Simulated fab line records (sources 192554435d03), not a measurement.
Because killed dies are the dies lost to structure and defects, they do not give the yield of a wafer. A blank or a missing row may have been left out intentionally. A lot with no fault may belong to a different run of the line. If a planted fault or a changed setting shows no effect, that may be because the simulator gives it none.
8D (eight disciplines) problem report, filled in by code + flow n5-finfet + the parts of the form that need people (team, actions taken, sign-off) are left out

## 1. WHAT WENT WRONG
N5_PASSIVATION_ETCH_54, oes-product-au: mean 0.58 a.u. over 1 wafer from 1 lot; wafers with no fault: 0.82 a.u., standard deviation 0.054. Measured from the usual mean, that is -4.4 standard deviations.
The step: etches SiO2 in CHF3/O2, target depth 880 nm, time 440 s.
First observed at day 15 08:31: wafer L155.6, on rie-diel-05. The record holds 14 wafers of 5 lots with a number at this step. By rule, "out" or "out of limits" means more than 4 standard deviations away from the usual mean. The other wafers with a number count as sound.

## 2. WHAT IT IS, WHAT IT ISN'T
| question                    | is                | is not                                                                                                          |
|-----------------------------|-------------------|-----------------------------------------------------------------------------------------------------------------|
| which readings at this step | oes-product-au    | bias-w, chamber-pressure-mTorr, drypump-motor-current-A, rf-vpp-V, showerhead-plenum-p-Torr, throttle-valve-pct |
| which lots                  | L155              | L146, L148, L166, L167                                                                                          |
| which wafers of those lots  | L155.6            | L155.3                                                                                                          |
| read on which tools         | rie-diel-05       | rie-diel-06                                                                                                     |
| when                        | from day 15 08:31 | up to then (7 sound wafers); but 6 sound wafers of L166, L167 came after                                        |

## 3. WHAT RULES OUT EACH SUSPECT
Counting: a tool at a process step up to the reading stays a suspect if it ran every lot that is out. Sound lots after the first of them don't rule it out here, since some wafers of a struck lot are sound.
- rie-diel-05 at N5_PASSIVATION_DESCUM_46 (chemistry O2, time 7.9 s): kept. L155, the lot that is out, went through it at day 15 08:15; up to then, the latest sound lot through it was L146 at day 13 13:11.
- rie-diel-05 at N5_PASSIVATION_PASS_ETCH_47 (etches SiNx in CF4/O2, target depth 770 nm, time 385 s): kept. L155, the lot that is out, went through it at day 15 08:17; up to then, the latest sound lot through it was L146 at day 13 13:14.
- rie-diel-05 at N5_PASSIVATION_ETCH_54 (etches SiO2 in CHF3/O2, target depth 880 nm, time 440 s): kept. L155, the lot that is out, went through it at day 15 08:31; up to then, the latest sound lot through it was L146 at day 13 13:28. Its own readings are out on those wafers: oes-product-au.
Left after counting: rie-diel-05 at N5_PASSIVATION_DESCUM_46, rie-diel-05 at N5_PASSIVATION_PASS_ETCH_47, rie-diel-05 at N5_PASSIVATION_ETCH_54.

## 4. THE CAUSE (what the simulator had put in)
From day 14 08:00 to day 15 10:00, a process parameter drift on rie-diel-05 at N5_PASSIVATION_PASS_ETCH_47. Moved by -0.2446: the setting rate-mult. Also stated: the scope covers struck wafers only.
After counting, 3 suspects remain, this tool included.

## 5. THE EFFECT CHAIN, in route order
Rows list readings where the struck wafers' mean (over those with a number) sits beyond 3 standard deviations from the usual. Only readings for which the record gives a usual standard deviation are gone through. hours: the time from each lot's start at the first step in this table that gives one to its start at this step, as a median over the lots. sigmas: the change in usual standard deviations.
| hours | step                   | reading        | usual     | on struck wafers | change | sigmas |
|-------|------------------------|----------------|-----------|------------------|--------|--------|
| 0     | N5_PASSIVATION_ETCH_54 | oes-product-au | 0.82 a.u. | 0.58             | -0.24  | -4.4   |
Here are the process steps it includes:
- N5_PASSIVATION_ETCH_54: etches SiO2 in CHF3/O2, target depth 880 nm, time 440 s.

## 6. HOW IT WOULD HAVE BEEN CAUGHT EARLIER
In this record no reading fell out of limits until day 15 08:31, 25 hours after the fault had begun at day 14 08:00.
No tool reading at N5_PASSIVATION_PASS_ETCH_47 that has a usual standard deviation in the record was out on any struck wafer, so an alarm limit of 4 standard deviations on those readings would not have fired.
Each of the lots that are out, 1 in all, had begun N5_PASSIVATION_PASS_ETCH_47 on rie-diel-05 no later than day 15 08:31. Tool hold at that time: it would have spared none of them.
